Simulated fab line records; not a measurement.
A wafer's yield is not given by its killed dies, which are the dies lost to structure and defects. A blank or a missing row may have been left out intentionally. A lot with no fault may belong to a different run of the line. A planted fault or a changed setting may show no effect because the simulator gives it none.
Comparing a struck lot with a sound one :: flow n5-finfet :: 15 out of 1938 route steps
Sound: wafers L164.1, L164.4, L164.5. Struck: wafer L156.2. (L156.6 of the same lot was not struck and is left out.) The cause comes at the end.
Per side, at each step with rows, come the tool, then ch with its chambers, and then its first start. Under that, the readings that differ: sound wafers :: struck wafers :: difference of the means :: sigmas: that difference in standard deviations of wafers without a fault.
alike: readings whose means differ by less than 2 such deviations, and words and numbers that are the same on both sides. not compared: withheld readings, readings that some wafer has no value for, bounds like >300 that may hide the same value, and numbers for which the record gives no deviation and whose values overlap.
The two part at a step that has a row with sigmas, a row that says differs or no value, or rows on one side only. Numbers that don't overlap but have no deviation are shown without sigmas and don't part them. A reading that every wafer of one side lacks parts them only if that side has two wafers or more.

N5_MOL_CONTACT_COAG_INSPECT_97: inspects for defects (darkfield).
  sound: defect-inspect-01 at day 9 16:13; struck: defect-inspect-02 at day 7 11:25
  alike: raw-defect-count
N5_BEOL_M0_SAQP_PECVD_00: deposits SiCN from 3MS/NH3, target thk 8 nm, time 14 s.
  sound on pecvd-02 ch 0,2, day 9 16:33; struck on pecvd-04 ch 0, day 7 11:44
  alike: showerhead-plenum-p-Torr, throttle-valve-pct
  not compared: since-wet-clean-h
N5_BEOL_M0_SAQP_ILD_DEP_01: deposits SiOC from DEMS/O2, target thk 45.419 nm, time 8.7 s.
  sound on pecvd-02 ch 0,2, day 9 16:34; struck on pecvd-04 ch 0, day 7 11:46
  alike: heater-power-w, showerhead-plenum-p-Torr, throttle-valve-pct
  not compared: since-wet-clean-h
N5_BEOL_M0_SAQP_HM_DEP_02: deposits TiN, target thk 12 nm.
  sound: pvd-sputter-03 at day 9 16:51; struck: pvd-sputter-02 at day 7 13:38
  alike: throttle-valve-pct
then, 2 steps without rows for these wafers: N5_BEOL_M0_SAQP_PECVD_03 (deposits SiCN from 3MS/NH3, target thk 12 nm, time 21.1 s); N5_BEOL_M0_SAQP_PECVD_96 (deposits a-Si from SiH4/He, target thk 45 nm, time 45.2 s).
N5_BEOL_M0_SAQP_PECVD_97: deposits SiNx from SiH4/NH3/N2, target thk 23 nm, time 19.9 s.
  sound on pecvd-04 ch 0,1, day 9 17:02; struck on pecvd-04 ch 2, day 7 13:50
  alike: heater-power-w, showerhead-plenum-p-Torr, throttle-valve-pct
  not compared: since-wet-clean-h
then, 1 step without rows for these wafers: N5_BEOL_M0_SAQP_PECVD_04 (deposits a-Si from SiH4/He, target thk 60 nm, time 60.2 s).
N5_BEOL_M0_SAQP_THK_MEAS_05:
  sound: film-metro-01 at day 9 17:11; struck: film-metro-02 at day 7 13:58
  alike: thk-nm
N5_BEOL_M0_SAQP_HM_DEP_111: deposits SiO2 from SiH4/N2O, target thk 12 nm, time 7.2 s.
  sound on pecvd-01 ch 0,1, day 9 17:13; struck on pecvd-01 ch 2, day 7 14:00
  alike: heater-power-w, showerhead-plenum-p-Torr
  not compared: since-wet-clean-h
then, 1 step without rows for these wafers: N5_BEOL_M0_SAQP_COAT_81 (time 60 s, resist thk 100 nm).
N5_BEOL_M0_SAQP_COAT_82: time 60 s, resist thk 30 nm.
  sound on litho-track-01 ch 0, day 9 17:17; struck on litho-track-04 ch 0, day 7 14:05
reading: heater-power-total-W (W)
sound: 426.2 426.3 425.1
struck: 544.1
difference: +118.2
sigmas: +56

reading: run-length-s (s)
sound: 66.23 66.16 66.42
struck: 47.42
difference: -18.85
sigmas: -99 or more
  alike: chill-plate-temp-C, exhaust-pa
then, 1 step without rows for these wafers: N5_BEOL_M0_SAQP_COAT_08 (resist thk 90 nm).
-- record jumps: 3 days separate the struck wafers' starts on either side; left off in module BEOL_M0_SAQP, taken up again in module BEOL_M4, whose first shown step is the route's number 1111 --
N5_BEOL_M4_RC_MEAS_101:
  sound on prober-02 ch 0, day 12 15:16; struck on prober-02 ch 0, day 10 13:17
  alike: DIBL_N, DIBL_P, IOFF_N, IOFF_P, ION_N, ION_P, SS_N, SS_P, VT_N, VT_P
next, for these wafers, 1 step has no rows: N5_PASSIVATION_PROBE_49.

== WHERE THEY PART ==
Only at N5_BEOL_M0_SAQP_COAT_82, as far as this record shows. Later steps at which nothing parts them and some readings are alike: N5_BEOL_M4_RC_MEAS_101.

WHY: whatever the simulator had introduced
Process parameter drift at N5_BEOL_M0_SAQP_COAT_82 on litho-track-04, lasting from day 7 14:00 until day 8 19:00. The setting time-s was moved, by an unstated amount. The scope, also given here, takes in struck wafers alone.
